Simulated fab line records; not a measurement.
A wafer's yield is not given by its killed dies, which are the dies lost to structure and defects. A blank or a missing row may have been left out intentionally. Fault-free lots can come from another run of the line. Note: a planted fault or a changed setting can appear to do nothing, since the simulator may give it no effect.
Split-lot study -- flow n5Finfet -- 39 wafers read from 7 lots, route of 1938 steps

ON THE SPLIT
At N5_PASSIVATION_ETCH_54 (etches SiO2 in CHF3/O2, target depth 880 nm, time 440 s), the setting targetDepthA was moved away from the recipe's 8800 angstrom on 12 of the 39 wafers read, by -35.1% to -16.9%. For the rest of the wafers, this setting stayed at what the recipe calls for.

The reading comes from the split's own step.

THE READING
PASSIVATION.featureDepthNm (the simulator's own value, which no gauge read), in nm, at N5_PASSIVATION_ETCH_54 (etches SiO2 in CHF3/O2, target depth 880 nm, time 440 s). The file does not state a usual value for it. Average 878.3 nm, standard deviation 15 nm, over the 27 wafers here run with the recipe.

wafer,"tool, chamber at the split","targetDepthA as run, angstrom",against the recipe,"PASSIVATION.featureDepthNm, nm",against lot-mates on the recipe
L074.1,"rieDiel-06, 0",8800,recipe,857.4,-
L074.2,"rieDiel-06, 2",8800,recipe,850.4,-
L074.3,"rieDiel-06, 3",5710,-35.1%,563.2,-298.0
L074.4,"rieDiel-06, 1",8800,recipe,875.8,-
L074.5,"rieDiel-06, 3",5710,-35.1%,565.2,-296.0
L074.6,"rieDiel-06, 2",5710,-35.1%,552.2,-309.0
L082.1,"rieDiel-05, 0",8800,recipe,893.6,-
L082.2,"rieDiel-05, 1",8800,recipe,879,-
L082.3,"rieDiel-05, 2",8800,recipe,866.2,-
L082.4,"rieDiel-05, 2",8800,recipe,859.4,-
L082.5,"rieDiel-05, 1",8800,recipe,873.4,-
L082.6,"rieDiel-05, 0",8800,recipe,902.8,-
L086.1,"rieDiel-02, 2",7317,-16.9%,708.8,-179.2
L086.2,"rieDiel-02, 3",8800,recipe,880.4,-
L086.3,"rieDiel-02, 1",7317,-16.9%,743.6,-144.4
L086.4,"rieDiel-02, 0",7317,-16.9%,725.4,-162.6
L086.5,"rieDiel-02, 1",8800,recipe,903.8,-
L086.6,"rieDiel-02, 0",8800,recipe,879.8,-
L090.1,"rieDiel-02, 0",8800,recipe,874.6,-
L090.2,"rieDiel-02, 1",8800,recipe,894.8,-
L090.3,"rieDiel-02, 3",8800,recipe,877.4,-
L090.4,"rieDiel-02, 2",8800,recipe,847,-
L090.5,"rieDiel-02, 0",8800,recipe,865,-
L090.6,"rieDiel-02, 3",8800,recipe,872.6,-
L089.1,"rieDiel-05, 1",7170,-18.5%,710.8,-168.3
L089.2,"rieDiel-05, 0",7170,-18.5%,732,-147.1
L089.3,"rieDiel-05, 3",8800,recipe,865.2,-
L089.4,"rieDiel-05, 1",7170,-18.5%,716.6,-162.5
L089.5,"rieDiel-05, 0",8800,recipe,901.2,-
L089.6,"rieDiel-05, 3",8800,recipe,870.8,-
L092.1,"rieDiel-02, 3",6089,-30.8%,606,-280.7
L092.2,"rieDiel-02, 1",8800,recipe,892.2,-
L092.3,"rieDiel-02, 0",8800,recipe,881.2,-
L092.4,"rieDiel-02, 0",6089,-30.8%,600.2,-286.5
L092.5,"rieDiel-02, 1",6089,-30.8%,621.2,-265.5
L092.6,"rieDiel-02, 3",8800,recipe,886.8,-
L097.2,"rieDiel-06, 1",8800,recipe,897.2,-
L097.3,"rieDiel-06, 3",8800,recipe,870.2,-
L097.6,"rieDiel-06, 1",8800,recipe,895.8,-

THE FIT
A straight line over all 39 wafers: PASSIVATION.featureDepthNm changes by +8.9 nm for each +1% of targetDepthA; r = +0.99; the points scatter about the line by 15 nm.
The same after taking each lot's own level away (the mean of its wafers on the recipe; 39 wafers): +8.81 nm for each +1%; r = +0.99; scatter 13 nm.
Per that fit: largest targetDepthA move, reading shift of 3.1e+02 nm.
Measured against the standard deviation above, the lots' own levels, which go from 861.20 to 888.00 nm, span 1.7 times it.
Consequently the slope shifts little with the lot-to-lot level, the two slopes agreeing.
Check: -312 nm against its lot-mates is what the line predicts for one of the wafers moved furthest among these (-35.1%) when that wafer is left out of the fit. Against them it came out at -298 nm.

THE OTHER SPLITS THESE WAFERS WENT THROUGH
Before the reading, these wafers also passed through other splits. Each is held against what the fit with the lots' levels taken away leaves over:
other split on the same wafers,wafers away from the commonest value,r with PASSIVATION.featureDepthNm (lot level and that fit taken away)
N5_BEOL_M15_ETCH_61 timeS,12,-0.04

THE WHOLE CHAIN: every reading that the file lists as answering this split, in the file's order
step,what it does,reading,change (the file's fit),r (the file's)
N5_PASSIVATION_ETCH_54,"etches SiO2 in CHF3/O2, target depth 880 nm, time 440 s","etch.depthNm (the simulator's own value, which no gauge read)",+8.83 nm for each +1% of the setting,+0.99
N5_PASSIVATION_ETCH_54,"etches SiO2 in CHF3/O2, target depth 880 nm, time 440 s","PASSIVATION.featureDepthNm (the simulator's own value, which no gauge read)",+8.83 nm for each +1% of the setting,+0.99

THE FILE'S OWN FIT
PASSIVATION.featureDepthNm changes by +8.83 nm for each +1% of targetDepthA, r = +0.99.
